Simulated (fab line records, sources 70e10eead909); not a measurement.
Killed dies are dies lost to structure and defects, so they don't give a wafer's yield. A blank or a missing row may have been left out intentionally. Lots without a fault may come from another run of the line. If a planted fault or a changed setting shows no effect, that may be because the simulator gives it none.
Problem report, 8D (eight disciplines) form, completed by code	flow nand harc	the parts of the form that need people (team, actions taken, sign-off) are left out

1. THE PROBLEM
Mean of killed at periphery at NHARC_END_SORT_01: 68.5 across 2 wafers in 2 lots; on wafers with no fault it is 3.5 (standard deviation 2.7). Measured from the usual mean, that is +24 standard deviations.
First observed at day 28 09:38: wafer L793.4, on prober-01. The record holds 39 wafers of 13 lots with a number at this step. By rule, "out" or "out of limits" means more than 4 standard deviations away from the usual mean. Any other wafer with a number is counted as sound.

2. WHAT IT IS, WHAT IT ISN'T
question	is	is not
which readings at this step	killed at periphery	killed at array, killed at other, killed open, killed short
which lots	L792, L793	L783, L787, L791, L794, L799, L800, L801, L802, L803, L804, L805
which wafers of those lots	L792.6, L793.4	L792.1, L792.5, L793.1, L793.3
read on which gauges	prober-01, prober-02	-
when	from day 28 09:38	up to then (12 sound wafers); but 25 sound wafers of L792, L794, L799, L800, L801, L802, L803, L804, L805 came after

3. WHAT RULES OUT EACH SUSPECT
Counting: any tool at a process step up to the reading remains a suspect provided it ran every lot that is out. Sound lots after the first of them don't rule it out here, since some wafers of a struck lot are sound.
- the gauge at NHARC_END_SORT_01: ruled out. 2 gauges (prober-01, prober-02) read the wafers that are out.
- rie diel-06 at NHARC_P_BONDPAD_ETCH_37 (etches the open film in N2/H2, target depth 60 nm, overetch 18 nm, time 65.91 s): kept. It ran every lot that is out, first L792 (day 11 00:56).
- pvd sputter-03 at NHARC_THIN_TSV_PVD_19 (deposits TaN, target thk 20 nm): kept. Every lot that is out went through it, the first being L793 (day 28 07:12); the last sound lot it ran before that was L791 (day 28 00:50). NHARC_THIN_TSV_PVD_19: start missing for some lots; hours and lot order therefore follow NHARC_END_SORT_01.
- pvd sputter-03 at NHARC_THIN_TSV_PVD_51 (deposits Cu, target thk 100 nm): kept. Every lot that is out went through it, the first being L793 (day 28 07:12); the last sound lot it ran before that was L791 (day 28 00:50). NHARC_THIN_TSV_PVD_51: start missing for some lots; hours and lot order therefore follow NHARC_END_SORT_01.
- In rie diel-06 at NHARC_P_BONDPAD_ETCH_37, the wafers that are out were processed in chamber 2 and their sound lot-mates in chambers 1, 3.
Still standing after the count: rie diel-06 at NHARC_P_BONDPAD_ETCH_37, pvd sputter-03 at NHARC_THIN_TSV_PVD_19, pvd sputter-03 at NHARC_THIN_TSV_PVD_51.

4. THE CAUSE (what the simulator had put in)
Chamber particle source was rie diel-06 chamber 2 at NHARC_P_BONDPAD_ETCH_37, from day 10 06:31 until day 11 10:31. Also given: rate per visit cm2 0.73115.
Counting left 3 suspects, and this tool is among them.

5. THE CHAIN OF EFFECTS, in route order
Each row: a reading whose mean over the struck wafers that have a number lies more than 3 standard deviations from the usual. Only readings for which the record gives a usual standard deviation are gone through. hours: the time from each lot's start at the first step in this table that gives one to its start at this step, as a median over the lots. sigmas: the change in usual standard deviations.
hours	step	reading	usual	on struck wafers	change	sigmas
0	NHARC_END_SORT_01	killed at periphery	3.5	68.5	+65.0	+24
0	NHARC_END_SORT_01	killed dies	60	120	+60	+3.0

6. WHAT WOULD HAVE CAUGHT IT SOONER
Counted from the fault's start at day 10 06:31, it took 435 hours until the first out-of-limits reading at a measuring or inspecting step in this record, taken at day 28 09:38.
Tool readings at NHARC_P_BONDPAD_ETCH_37 with a usual standard deviation given in the record: none out on any struck wafer, hence no alarm at a limit of 4 standard deviations on them.
By day 28 09:38, every lot that is out (2) had started NHARC_P_BONDPAD_ETCH_37 on rie diel-06. Holding the tool at that point would not have protected any of them.
